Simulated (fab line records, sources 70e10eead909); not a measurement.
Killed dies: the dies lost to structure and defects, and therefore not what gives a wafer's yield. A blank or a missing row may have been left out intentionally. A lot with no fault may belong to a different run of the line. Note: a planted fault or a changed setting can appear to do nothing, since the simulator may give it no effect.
fab line records	flow nandHarc
record: lots: 6	wafers: 18	lastDay: 23
route steps=1159 shown P_CONTACT@225 P_M0@253 END@1159
lots that met no fault: taken from a fault-free run of the same line
startH: the number of hours between the record's first day and the start of the first shown wafer of the lot	waitH: hours elapsed since this lot's preceding step	" the same as in the row above	L1.1+2: one row covering several wafers at once	- value missing, or start not given	* or withheld: withheld	< > ~ a bound
route shown NAME@n: names a module that has steps shown in the file, with the first one's number in the route	usual: the fault-free wafers' mean and standard deviation	same: alike in all rows	chamber/n: place in a boat	sites: each site's reading	_std_site: how widely they spread, as a standard deviation	_edge_site: the outer-site mean with the inner-site mean subtracted	radiusMm: how far each site lies from the wafer's centre	mask NAME#n: copy n	behind: the tool/chamber that last shaped the wafer	hold: the reason the lot was held/the length of the hold in hours/how it ended	device: the n, p or np transistor that did not switch	end of line: the tests these same wafers got at the end of their route	for a step that has no rows: nothing shown but its recipe	killed: dies lost to structure and defects at the first sort, not the wafer's yield	map: the dies of a wafer, with x for killed, . for not killed, _ for no die there
set.NAME: the setting the step ran with; set.NAME@STEP: the setting that earlier step ran with	model.NAME: the simulator's own value behind a step, which no gauge read
lots at some steps of the route; a table a step, a row a wafer
services: from which hour (startH, from the record's first day; less than 0 if before it) a tool's chamber was out of use, for how many hours, and why
== steps ==
step: NHARC_P_CONTACT_COAT_34
recipe: tempC: 225	timeS: 65
step: NHARC_P_CONTACT_COAT_06
recipe: spinRpm: 1500	resistThkNm: 90
step: NHARC_P_CONTACT_SOFTBAKE_07
recipe: tempC: 105	timeS: 55
step: NHARC_P_CONTACT_EBR_08
step: NHARC_P_CONTACT_EXPOSE_09
recipe: na: 1.35	targetCdNm: 90	doseMj: 81.26	maskId: P_CA
step: NHARC_P_CONTACT_PEB_10
recipe: pebTempC: 100	pebTimeS: 65
step: NHARC_P_CONTACT_DEVELOP_11
recipe: developTimeS: 35	devTempC: 23
step: NHARC_P_CONTACT_CD_MEAS_12
recipe: targetCdNm: 90	landingEnergyEv: 500
usual: cdNm: 90.2/0.61
same: landingEnergyEv: 500
lot.wafer	tool	chamber	startH	waitH	cdNm
L978.2	cdSem-01	0	117.01	-	90.6
L978.4	"	0	"	"	90.5
L978.5	"	0	"	"	90.7
L977.2	cdSem-01	0	117.99	-	90.0
L977.5	"	0	"	"	90.5
L977.6	"	0	"	"	90.4
L980.1	cdSem-03	0	128.13	-	90.8
L980.5	"	0	"	"	90.4
L980.6	"	0	"	"	91.5
L985.2	cdSem-01	0	163.15	-	90.6
L985.3	"	0	"	"	91.6
L985.5	"	0	"	"	92.2
L995.2	cdSem-02	0	219.27	-	88.9
L995.4	"	0	"	"	89.7
L995.5	"	0	"	"	89.5
L996.2	cdSem-02	0	221.42	-	89.8
L996.4	"	0	"	"	89.5
L996.5	"	0	"	"	90.9
step: NHARC_P_CONTACT_OVL_MEAS_13
usual: overlayXNm: -0.1/0.88	overlayYNm: 0.0/0.67
lot.wafer	tool	chamber	startH	waitH	overlayXNm	overlayYNm
L978.2	overlay-02	-	117.11	-	-0.9	0.7
L978.4	"	-	"	"	-0.8	0.1
L978.5	"	-	"	"	-1.0	0.2
L977.2	overlay-01	-	118.08	-	0.3	1.1
L977.5	"	-	"	"	0.4	0.3
L977.6	"	-	"	"	0.7	0.5
L980.1	overlay-02	-	128.23	-	-0.6	0.5
L980.5	"	-	"	"	-0.9	1.1
L980.6	"	-	"	"	-0.5	0.9
L985.2	overlay-02	-	163.24	-	0.7	-0.8
L985.3	"	-	"	"	0.4	-0.9
L985.5	"	-	"	"	1.1	-0.8
L995.2	overlay-01	-	219.36	-	-0.6	0.5
L995.4	"	-	"	"	-0.5	0.4
L995.5	"	-	"	"	-0.5	0.5
L996.2	overlay-02	-	221.51	-	-0.3	0.2
L996.4	"	-	"	"	0.2	-0.2
L996.5	"	-	"	"	0.1	-0.1
step: NHARC_P_CONTACT_INSPECT_14
usual: rawDefectCount: 3.6/1.9
lot.wafer	tool	chamber	startH	waitH	rawDefectCount
L978.2	defectInspect-01	-	117.15	0.0	1
L978.4	"	-	"	"	6
L978.5	"	-	"	"	1
L977.2	defectInspect-01	-	118.12	0.0	3
L977.5	"	-	"	"	4
L977.6	"	-	"	"	6
L980.1	defectInspect-01	-	128.27	0.0	1
L980.5	"	-	"	"	4
L980.6	"	-	"	"	1
L985.2	defectInspect-02	-	163.28	0.0	6
L985.3	"	-	"	"	3
L985.5	"	-	"	"	6
L995.2	defectInspect-02	-	219.40	0.0	4
L995.4	"	-	"	"	3
L995.5	"	-	"	"	1
L996.2	defectInspect-02	-	221.54	0.0	1
L996.4	"	-	"	"	5
L996.5	"	-	"	"	5
step: NHARC_P_CONTACT_DESCUM_17
recipe: timeS: 3	o2FlowSccm: 200	arFlowSccm: 0	biasPowerW: 0	chemistry: O2
step: NHARC_P_CONTACT_ETCH_35
recipe: targetDepthA: 390	overEtchFrac: 0.3	timeS: 65	ionEnergyEv: 80	cf4FlowSccm: 150	arFlowSccm: 0	rfW: 300	biasW: 100	chemistry: CF4
step: NHARC_P_CONTACT_ETCH_36
recipe: targetDepthA: 2600	overEtchFrac: 0.25	timeS: 406.25	ionEnergyEv: 200	n2FlowSccm: 150	h2FlowSccm: 150	arFlowSccm: 0	rfW: 400	biasW: 150	chemistry: N2/H2
usual: drypumpMotorCurrentA: 5.77/0.25	oesProductAu: 0.996/0.011	rfFwdPowerW: 399.4/1.1	rfVppV: 429.7/2.1	showerheadPlenumPTorr: 2.01/0.07	throttleValvePct: 14.170/0.0079
lot.wafer	tool	chamber	startH	waitH	drypumpMotorCurrentA	oesProductAu	rfFwdPowerW	rfHoursCounterH	rfVppV	showerheadPlenumPTorr	throttleValvePct
L978.2	rieDiel-08	1	117.45	-	5.36	1.004	398.1	12	430.5	2.04	14.181
L978.4	"	2	"	"	6.04	1.003	398.1	17	427.8	1.92	14.171
L978.5	"	2	"	"	6.04	0.991	400.1	-	428.0	1.92	14.165
L977.2	rieDiel-08	0	118.38	-	6.02	0.999	398.1	18	431.0	2.05	14.158
L977.6	"	3	"	"	5.56	0.999	397.5	-	430.3	2.00	14.176
L977.5	"	0	"	"	5.99	1.002	399.1	-	429.4	2.05	14.161
L980.1	rieDiel-11	2	128.60	-	6.37	0.987	399.6	32	429.2	1.99	14.169
L980.5	"	3	"	"	6.01	1.005	398.3	-	430.3	2.02	14.168
L980.6	"	0	"	"	6.04	1.014	398.3	-	428.0	1.95	14.166
L985.3	rieDiel-08	2	163.55	-	6.04	1.008	400.2	3	428.5	1.92	14.167
L985.2	"	3	"	"	5.56	1.002	398.6	3	430.8	2.00	14.166
L985.5	"	3	"	"	5.57	1.001	398.6	-	430.1	2.00	14.172
L995.2	rieDiel-08	3	219.63	-	5.58	1.000	400.2	9	430.2	2.00	14.176
L995.4	"	2	"	"	6.05	1.001	399.9	9	427.1	1.92	14.167
L995.5	"	0	"	"	5.99	1.007	398.9	-	430.5	2.05	14.161
L996.2	rieDiel-08	0	221.81	-	5.99	1.004	398.7	10	431.1	2.05	14.175
L996.4	"	1	"	"	5.34	0.991	399.7	9	428.7	2.04	14.164
L996.5	"	0	"	"	5.98	1.004	400.5	-	429.9	2.05	14.166
step: NHARC_P_CONTACT_ETCH_18
recipe: targetDepthA: 4810	timeS: 240.5	c4f8FlowSccm: 20	o2FlowSccm: 10	arFlowSccm: withheld	rfW: 600	biasW: 1500	chemistry: C4F8/O2/Ar
usual: oesProductAu: 0.962/0.019	rfFwdPowerW: 597.9/1.9	rfVppV: 976/4.5
lot.wafer	tool	chamber	startH	waitH	oesProductAu	rfFwdPowerW	rfHoursCounterH	rfVppV
L978.2	rieDiel-08	0	-	-	0.961	597.0	18	978
L978.4	"	2	"	"	0.951	597.6	17	971
L978.5	"	0	"	"	0.958	599.6	-	979
L977.2	rieDiel-08	1	-	-	0.973	594.6	13	978
L977.5	"	0	"	"	0.970	600.0	-	980
L977.6	"	1	"	"	0.978	599.5	-	977
L980.1	rieDiel-11	2	-	-	0.954	598.8	32	975
L980.6	"	1	"	"	0.932	596.2	-	984
L980.5	"	2	"	"	0.954	600.2	-	976
L985.2	rieDiel-08	1	-	-	0.966	600.9	3	977
L985.3	"	3	"	"	0.963	596.7	3	975
L985.5	"	2	"	"	0.975	601.9	-	972
L995.4	rieDiel-08	0	-	-	0.958	596.7	9	978
L995.2	"	1	"	"	0.959	597.5	9	979
L995.5	"	0	"	"	0.963	597.8	-	978
L996.4	rieDiel-08	3	-	-	0.979	597.6	10	975
L996.2	"	0	"	"	0.956	594.6	10	979
L996.5	"	2	"	"	0.973	597.0	-	971
step: NHARC_P_CONTACT_STRIP_37
recipe: c4f8FlowSccm: withheld	o2FlowSccm: 8	arFlowSccm: withheld	biasW: 0	chemistry: C4F8/O2/Ar
step: NHARC_P_CONTACT_ETCH_31
recipe: targetDepthA: 300	timeS: 85.7	ionEnergyEv: 120	overEtchFrac: 1	ch3fFlowSccm: 50	o2FlowSccm: 30	arFlowSccm: 200	rfW: 500	biasW: 100	chemistry: CH3F/O2
usual: drypumpMotorCurrentA: 5.76/0.26	oesProductAu: 0.977/0.015	rfFwdPowerW: 496.3/1.9	rfVppV: 243.9/1.4	showerheadPlenumPTorr: 2.43/0.078	throttleValvePct: 20.662/0.0086
lot.wafer	tool	chamber	startH	waitH	drypumpMotorCurrentA	oesProductAu	rfFwdPowerW	rfHoursCounterH	rfVppV	showerheadPlenumPTorr	throttleValvePct
L978.2	rieDiel-08	2	-	-	6.08	0.956	493.4	17	242.6	2.32	20.667
L978.4	"	3	"	"	5.60	0.979	498.7	18	242.7	2.42	20.671
L978.5	"	3	"	"	5.57	0.968	496.3	-	243.4	2.42	20.654
L977.2	rieDiel-08	2	-	-	6.05	0.978	494.4	18	244.4	2.32	20.657
L977.6	"	0	"	"	5.99	0.995	495.9	-	245.4	2.47	20.666
L977.5	"	1	"	"	5.37	0.987	496.0	-	242.8	2.46	20.654
L980.1	rieDiel-11	3	-	-	6.02	0.996	493.0	39	242.8	2.43	20.660
L980.5	"	3	"	"	6.01	0.992	493.0	-	244.5	2.43	20.673
L980.6	"	0	"	"	6.10	0.982	494.2	-	245.0	2.36	20.657
L985.2	rieDiel-08	1	-	-	5.37	0.993	498.0	3	244.5	2.46	20.652
L985.3	"	2	"	"	6.06	0.996	494.7	4	241.8	2.32	20.660
L985.5	"	1	"	"	5.36	0.992	498.5	-	244.8	2.46	20.667
L995.2	rieDiel-08	0	-	-	6.01	0.969	493.9	10	244.6	2.47	20.666
L995.4	"	3	"	"	5.59	0.984	497.3	9	246.7	2.41	20.673
L995.5	"	0	"	"	6.01	0.963	495.5	-	244.6	2.47	20.661
L996.2	rieDiel-08	0	-	-	6.01	0.971	497.6	10	244.0	2.47	20.662
L996.4	"	2	"	"	6.03	0.992	495.7	10	242.3	2.32	20.663
L996.5	"	3	"	"	5.59	0.989	496.5	-	244.0	2.41	20.674
step: NHARC_P_CONTACT_CD_MEAS_19
usual: cdNm: 91.0/2.1
lot.wafer	tool	chamber	startH	waitH	cdNm
L978.2	cdSem-03	-	118.14	-	93.6
L978.4	"	-	"	"	86.1
L978.5	"	-	"	"	89.7
L977.2	cdSem-03	-	119.05	-	91.9
L977.5	"	-	"	"	91.7
L977.6	"	-	"	"	91.5
L980.1	cdSem-02	-	129.20	-	91.0
L980.5	"	-	"	"	93.0
L980.6	"	-	"	"	94.4
L985.2	cdSem-02	-	164.35	-	94.1
L985.3	"	-	"	"	87.6
L985.5	"	-	"	"	94.6
L995.2	cdSem-01	-	220.33	-	91.5
L995.4	"	-	"	"	89.1
L995.5	"	-	"	"	92.6
L996.2	cdSem-03	-	222.48	-	92.1
L996.4	"	-	"	"	92.2
L996.5	"	-	"	"	92.3
step: NHARC_P_CONTACT_STRIP_28
recipe: o2FlowSccm: 500	arFlowSccm: 0	biasW: 0	chemistry: O2
step: NHARC_P_CONTACT_STRIP_29
recipe: timeS: 1200	tempC: 72.5	chemistry: postEtchResidueRemover
step: NHARC_P_CONTACT_DEGAS_38
recipe: tempC: 300	timeS: 60
usual: heaterPowerW: 432/36
lot.wafer	tool	chamber	startH	waitH	heaterPowerW
L978.4	pvdSputter-01	-	118.87	-	421
L978.2	"	-	"	"	418
L978.5	"	-	"	"	430
L977.2	pvdSputter-01	-	119.77	-	447
L977.6	"	-	"	"	385
L977.5	"	-	"	"	448
L980.1	pvdSputter-03	-	129.96	-	357
L980.6	"	-	"	"	468
L980.5	"	-	"	"	447
L985.3	pvdSputter-02	-	165.08	-	415
L985.2	"	-	"	"	488
L985.5	"	-	"	"	485
L995.4	pvdSputter-03	-	221.07	-	355
L995.2	"	-	"	"	428
L995.5	"	-	"	"	356
L996.2	pvdSputter-01	-	223.21	-	422
L996.4	"	-	"	"	376
L996.5	"	-	"	"	452
step: NHARC_P_CONTACT_PRE_CLEAN_39
recipe: timeS: 19.5	biasV: 250	gas: Ar
step: NHARC_P_CONTACT_PVD_32
recipe: targetThkA: 50	chamberPressurePa: 5	powerW: 5000	substrateTempC: 200	timeS: 17.7	material: Ti
usual: cathodeDcPowerW: 5000.0/0.91	throttleValvePct: 30.1/0.92
lot.wafer	tool	chamber	startH	waitH	cathodeDcPowerW	throttleValvePct
L978.4	pvdSputter-01	-	-	-	4999.6	29.4
L978.2	"	-	"	"	5001.2	31.5
L978.5	"	-	"	"	5001.6	29.0
L977.2	pvdSputter-01	-	-	-	5000.4	29.0
L977.6	"	-	"	"	5000.6	28.7
L977.5	"	-	"	"	4999.6	29.7
L980.1	pvdSputter-03	-	-	-	4998.2	28.2
L980.6	"	-	"	"	5000.4	27.7
L980.5	"	-	"	"	5001.5	28.3
L985.2	pvdSputter-02	-	-	-	4999.7	30.1
L985.3	"	-	"	"	4999.5	31.2
L985.5	"	-	"	"	5000.2	31.1
L995.2	pvdSputter-03	-	-	-	4998.8	31.4
L995.4	"	-	"	"	4998.7	29.3
L995.5	"	-	"	"	4999.3	29.1
L996.2	pvdSputter-01	-	-	-	4999.3	30.5
L996.4	"	-	"	"	4999.9	30.9
L996.5	"	-	"	"	5000.3	30.2
step: NHARC_P_CONTACT_ALD_22
recipe: targetThkA: 30	pulseTimeS: 1	aldCycles: 150	tempC: 450	material: TiN
step: NHARC_P_CONTACT_CVD_23
recipe: targetThkA: 2000	tempC: 300	pressureTorr: 40	wf6FlowSccm: 40	h2FlowSccm: 1600	arFlowSccm: 1560	timeS: 557	material: W
step: NHARC_P_CONTACT_CMP_24
recipe: tOverpolishS: 30	targetThkNm: 200
usual: motorCurrentA: 12.1/1.1	overpolishRunS: 30.000/0.01	retainingRingPressureFrac: 0.999/0.0049	slurryFlowMlMin: 150.0/0.51	timeToEndpointS: 41.0/2.8
same: tOverpolishS: 30
lot.wafer	tool	chamber	startH	waitH	motorCurrentA	overpolishRunS	retainingRingPressureFrac	slurryFlowMlMin	timeToEndpointS
L978.4	cmp-02	3	125.69	0.4	11.1	30.009	1.004	150.9	40.5
L978.2	"	1	"	"	13.4	29.990	1.012	148.9	39.0
L978.5	"	3	"	"	10.8	29.995	0.999	149.9	40.5
L977.2	cmp-04	2	126.22	0.5	9.5	29.984	1.000	150.9	38.7
L977.5	"	1	"	"	13.0	30.002	1.003	149.6	38.3
L977.6	"	2	"	"	9.7	29.992	0.995	150.7	38.6
L980.1	cmp-03	2	135.48	0.5	12.5	30.001	1.000	150.1	40.3
L980.6	"	0	"	"	11.0	29.999	1.001	149.4	36.3
L980.5	"	1	"	"	12.7	30.003	0.993	150.2	38.0
L985.3	cmp-03	0	170.86	0.4	10.9	29.979	1.003	150.6	38.1
L985.2	"	1	"	"	12.0	30.000	0.996	149.6	40.1
L985.5	"	3	"	"	12.3	30.009	1.001	149.3	36.7
L995.4	cmp-02	3	226.33	0.4	11.7	29.994	0.992	150.6	40.3
L995.2	"	0	"	"	12.4	29.992	1.003	150.2	38.9
L995.5	"	2	"	"	11.3	30.009	0.997	149.0	43.7
L996.2	cmp-04	0	226.83	0.5	12.2	30.000	1.005	149.9	43.2
L996.4	"	1	"	"	13.2	29.991	0.997	149.8	40.0
L996.5	"	0	"	"	12.2	29.998	1.005	150.1	40.6
step: NHARC_P_CONTACT_SRD_26
step: NHARC_P_M0_DEP_00
recipe: targetThkA: 1500	targetThkNm: 150	tempC: withheld	pressureTorr: 5	flowSccm: 200	rfW: 600	material: SiOC
step: NHARC_P_M0_DEHYDRATE_01
recipe: tempC: 150	timeS: 120
step: NHARC_P_M0_HMDS_02
recipe: timeS: 30
step: NHARC_P_M0_COAT_33
recipe: tempC: 200	timeS: 65
step: NHARC_P_M0_COAT_03
recipe: spinRpm: 1500	resistThkNm: 90
step: NHARC_P_M0_SOFTBAKE_04
recipe: tempC: 105	timeS: 55
step: NHARC_P_M0_EBR_05
step: NHARC_P_M0_EXPOSE_06
recipe: na: 1.35	targetCdNm: 90	doseMj: 81.28	maskId: P_M0
step: NHARC_P_M0_PEB_07
recipe: pebTempC: 100	pebTimeS: 65
step: NHARC_P_M0_DEVELOP_08
recipe: developTimeS: 35	devTempC: 23
step: NHARC_P_M0_CD_MEAS_09
recipe: targetCdNm: 90	landingEnergyEv: 500
usual: cdNm: 90.0/0.69
same: landingEnergyEv: 500
lot.wafer	tool	chamber	startH	waitH	cdNm
L978.2	cdSem-01	0	126.96	-	88.9
L978.4	"	0	"	"	88.7
L978.5	"	0	"	"	88.9
L977.2	cdSem-02	0	127.53	-	89.6
L977.5	"	0	"	"	90.3
L977.6	"	0	"	"	89.4
L980.1	cdSem-03	0	136.73	-	90.5
L980.5	"	0	"	"	90.1
L980.6	"	0	"	"	89.2
L985.2	cdSem-02	0	172.14	-	90.6
L985.3	"	0	"	"	90.8
L985.5	"	0	"	"	90.0
L995.2	cdSem-01	0	227.60	-	90.0
L995.4	"	0	"	"	89.4
L995.5	"	0	"	"	89.6
L996.2	cdSem-01	0	228.13	-	91.4
L996.4	"	0	"	"	90.6
L996.5	"	0	"	"	90.0
step: NHARC_P_M0_OVL_MEAS_10
recipe: pitchNm: 180
usual: overlayXNm: 0.1/0.61	overlayYNm: 0.0/0.81
lot.wafer	tool	chamber	startH	waitH	overlayXNm	overlayYNm
L978.2	overlay-02	-	127.05	-	0.7	-1.2
L978.4	"	-	"	"	0.3	-0.8
L978.5	"	-	"	"	0.4	-1.3
L977.2	overlay-02	-	127.61	-	0.7	-0.3
L977.5	"	-	"	"	0.7	0.3
L977.6	"	-	"	"	0.3	0.4
L980.1	overlay-01	-	136.82	-	0.5	-0.1
L980.5	"	-	"	"	-0.5	-0.3
L980.6	"	-	"	"	-0.2	-1.1
L985.2	overlay-02	-	172.23	-	-0.1	-0.1
L985.3	"	-	"	"	-0.1	0.1
L985.5	"	-	"	"	-0.1	0.1
L995.2	overlay-02	-	227.69	-	0.4	0.7
L995.4	"	-	"	"	-0.3	0.9
L995.5	"	-	"	"	0.8	1.1
L996.2	overlay-02	-	228.22	-	0.3	0.0
L996.4	"	-	"	"	0.8	-0.2
L996.5	"	-	"	"	0.5	-0.4
step: NHARC_P_M0_DESCUM_14
recipe: timeS: 3	o2FlowSccm: 200	arFlowSccm: 0	biasPowerW: 0	chemistry: O2
step: NHARC_END_SORT_01
recipe: tempC: 25
usual: killedAtArray: 29/11	killedAtOther: 0.6/1	killedAtPeriphery: 3.1/2.1	killedDies: 33/11	killedOpen: 3.1/1.9	killedShort: 1.9/1.5
same: grossDies: 677
lot.wafer	tool	chamber	startH	waitH	killedAtArray	killedAtOther	killedAtPeriphery	killedDies	killedOpen	killedShort
L980.1	prober-01	0	454.93	2.5	15	3	2	20	2	5
L980.5	prober-01	0	458.10	3.7	12	3	2	17	5	1
L980.6	prober-01	0	458.89	4.0	18	1	0	19	2	2
L985.2	prober-01	0	502.77	2.8	31	0	9	40	3	3
L985.3	prober-01	0	503.56	3.1	31	1	1	33	5	1
L985.5	prober-01	0	505.15	3.7	32	0	5	37	1	1
L996.2	prober-02	0	549.82	2.8	9	0	88	97	2	2
L996.4	prober-02	0	551.40	3.4	10	0	101	111	3	0
L996.5	prober-02	0	552.20	3.7	15	0	93	108	2	0
L995.2	prober-01	0	554.71	2.8	54	0	95	149	3	1
L995.4	prober-01	0	556.29	3.4	38	1	68	107	0	1
L995.5	prober-01	0	557.08	3.7	47	4	92	143	1	1
killed by level:class
L980.1 A_CHANNEL_HOLE_D1:chamberFilmFlake=4 A_CONTACT:chamberFilmFlake=4 THIN_TSV:chamberFilmFlake=3 A_ZERO_WELL:chamberFilmFlake=2 P_STI:geometricParticle:short=1 P_M0:geometricParticle:open=1 A_CHANNEL_FILL_D1:geometricParticle:short=1 A_CHANNEL_FILL_D1:geometricParticle:open=1
L980.5 A_CHANNEL_HOLE_D1:chamberFilmFlake=5 THIN_TSV:chamberFilmFlake=3 P_GATE:geometricParticle:open=1 P_M0:geometricParticle:open=1 A_CHANNEL_FILL_D1:geometricParticle:open=1 A_SGD_CUT:geometricParticle:open=1 A_WL_FILL:geometricParticle:short=1 A_M1:geometricParticle:open=1
L980.6 A_CHANNEL_HOLE_D1:chamberFilmFlake=8 A_CONTACT:chamberFilmFlake=3 A_ONON_D1:geometricParticle:open=2 A_ZERO_WELL:chamberFilmFlake=2 A_SOURCE_PLATE:geometricParticle:short=1 A_ONON_D1:geometricParticle:short=1 A_SLIT:chamberFilmFlake=1 THIN_TSV:chamberFilmFlake=1
L985.2 A_SLIT:chamberFilmFlake=13 A_CHANNEL_HOLE_D1:chamberFilmFlake=12 P_STI:chamberFilmFlake=6 P_M2:geometricParticle:open=1 P_M2:geometricParticle:short=1 A_CHANNEL_FILL_D1:geometricParticle:open=1 A_WL_FILL:geometricParticle:short=1 A_CONTACT:geometricParticle:short=1
L985.3 A_CHANNEL_HOLE_D1:chamberFilmFlake=12 A_SLIT:chamberFilmFlake=11 A_STAIRCASE:chamberFilmFlake=3 A_CONTACT:geometricParticle:open=2 A_ONON_D1:geometricParticle:open=1 A_CHANNEL_FILL_D1:geometricParticle:open=1 A_M0:geometricParticle:open=1 STARTING-WAFER:geometricParticle:short=1
L985.5 A_SLIT:chamberFilmFlake=17 A_CHANNEL_HOLE_D1:chamberFilmFlake=11 P_STI:chamberFilmFlake=3 A_ONON_D1:geometricParticle:short=1 A_CONTACT:geometricParticle:open=1 P_ZERO_WELL:chamberFilmFlake=1 P_GATE:chamberFilmFlake=1 A_STAIRCASE:chamberFilmFlake=1
L996.2 P_CONTACT:unspecified=86 A_CHANNEL_HOLE_D1:chamberFilmFlake=5 A_M0:chamberFilmFlake=2 P_GATE:geometricParticle:open=1 P_M2:geometricParticle:open=1 A_CONTACT:geometricParticle:short=1 A_BLC:geometricParticle:short=1
L996.4 P_CONTACT:unspecified=99 A_CHANNEL_HOLE_D1:chamberFilmFlake=4 A_STAIRCASE:chamberFilmFlake=2 A_CONTACT:chamberFilmFlake=2 P_CONTACT:geometricParticle:open=1 A_SOURCE_PLATE:geometricParticle:open=1 A_M0:geometricParticle:open=1 P_GATE:chamberFilmFlake=1
L996.5 P_CONTACT:unspecified=88 A_CHANNEL_HOLE_D1:chamberFilmFlake=6 A_CONTACT:chamberFilmFlake=5 P_GATE:chamberFilmFlake=3 A_STAIRCASE:chamberFilmFlake=2 P_M0:geometricParticle:open=1 A_CONTACT:geometricParticle:open=1 P_STI:chamberFilmFlake=1
L995.2 P_CONTACT:unspecified=92 A_CHANNEL_HOLE_D1:chamberFilmFlake=23 A_SLIT:chamberFilmFlake=16 A_STAIRCASE:chamberFilmFlake=7 A_CONTACT:chamberFilmFlake=5 P_ZERO_WELL:chamberFilmFlake=2 P_M0:geometricParticle:open=1 A_ONON_D1:geometricParticle:short=1
L995.4 P_CONTACT:unspecified=66 A_CHANNEL_HOLE_D1:chamberFilmFlake=16 A_SLIT:chamberFilmFlake=13 A_CONTACT:chamberFilmFlake=7 A_CONTACT:geometricParticle:short=1 P_STI:chamberFilmFlake=1 P_GATE:chamberFilmFlake=1 A_STAIRCASE:chamberFilmFlake=1
L995.5 P_CONTACT:unspecified=91 A_CHANNEL_HOLE_D1:chamberFilmFlake=24 A_SLIT:chamberFilmFlake=13 A_CONTACT:chamberFilmFlake=6 THIN_TSV:chamberFilmFlake=4 A_STAIRCASE:chamberFilmFlake=2 A_CHANNEL_FILL_D1:geometricParticle:short=1 A_BLC:geometricParticle:open=1
map L995.2 (x killed, . not)
____________.____________
_________......._________
_______.x........._______
______xx.x.........______
_____xxx..x........._____
____.xxxxxx..........____
____xxxxxxx..........____
___xxxxxxxx...........___
___xxxxxxxxx..........___
__.xxxxxxxx............__
__xxxxxxxx.x...........__
_..xxxxxxx.............._
_.xxxxxxxxx.x...x......._
_.xxxxxxxx.............x_
_.x.xxxxxx.......x......_
_x...xxx.x...x...x......_
.....x..x.x..............
.........x.x.x...........
...........x.............
........xx...x...........
.......x.x..xx.x.........
_x.......xxx..x........._
_..x...x.xx.x..........._
_......xxxxxxx.........._
_...x...xx.xxx.........._
_x......xxxxx..........._
__......x.x............__
__........x.x..........__
___.x.................___
___...................___
____...............x.____
____...............x.____
_____..............._____
______.............______
_______......x...._______
_________......._________
____________.____________
map L996.4 (x killed, . not)
____________.____________
_________......._________
_______..........._______
______.x...........______
_____...x..........._____
____.................____
____.................____
___.....x.............___
___..x................___
__.....................__
__.....................__
_...........x..x........_
_....x.................._
_......xxxx............._
_.x...xxxxx....x........_
_....xxxxxxxx..........._
x.x.xxxxxxxx.............
....xxxxxxxx.............
...xxxxxxxxx.............
...xxxxxxxxxx............
...xxxxxxxxxx............
_...xxxxxxxx............_
_...xxxxxxx............._
_...xxxxxxx............._
_....xxxxxx............._
_...x.xxxxx............._
__...x.x...............__
__.....................__
___............x......___
___...................___
____.................____
____.................____
_____.............x._____
______.............______
_______..........._______
_________......._________
____________.____________
== services ==
tool	chamber	startH	hours	kind
rieDiel-11	1	95.68	3.4	repair
pvdSputter-03	-	102.00	10.0	pm
rieDiel-11	-	103.09	0.9	repair
cmp-04	-	105.01	4.0	pm
cmp-04	-	120.38	0.9	repair
pvdSputter-01	-	121.60	3.0	repair
rieDiel-08	-	124.80	9.0	pm
cmp-02	-	128.61	4.0	pm
pvdSputter-01	-	149.57	1.4	repair
pvdSputter-02	-	152.70	2.4	repair
cmp-03	-	156.22	4.0	pm
pvdSputter-01	-	158.00	10.0	pm
pvdSputter-03	-	171.17	48.7	repair
pvdSputter-01	-	173.37	2.2	repair
rieDiel-08	2	175.06	6.6	repair
cmp-02	-	185.38	1.0	repair
rieDiel-08	3	188.22	1.2	repair
rieDiel-11	-	189.53	9.0	pm
cmp-04	-	196.04	1.2	repair
cmp-04	-	199.58	1.4	repair
rieDiel-08	1	202.74	2.6	repair
cmp-04	-	203.01	4.0	pm
cmp-02	-	208.15	2.0	repair
cmp-04	-	213.88	3.5	repair
== key ==
firstSign: step: NHARC_END_SORT_01	reading: killedAtPeriphery	direction: up	sigmas: 41	usual: 3.1	struck: 89.5
effect: step: NHARC_END_SORT_01	reading: killedDies	direction: up	sigmas: 8.1	usual: 33	struck: 119
moreKillsBornAt: NHARC_P_CONTACT_ETCH_36@rieDiel-08: 522
metAt NHARC_P_CONTACT_ETCH_36
struckWafers L995.2,L995.4,L995.5,L996.2,L996.4,L996.5
testerLeftOut L995,L996
onsetBetween 163.55 219.63
alsoFits time
fault: kind: chamberParticleSource	tool: rieDiel-08	chamber: -	onsetH: 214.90	steps: NHARC_P_CONTACT_ETCH_36	ratePerVisitCm2: 1.4295	endH: 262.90
testerLeftOut: of these lots the tester's yield and bins aren't shown, on N5 and GAA mostly nor the transistor test; their killed dies are dies lost to structure and defects alone, not to doping, threshold or leakage, so they don't give the yield
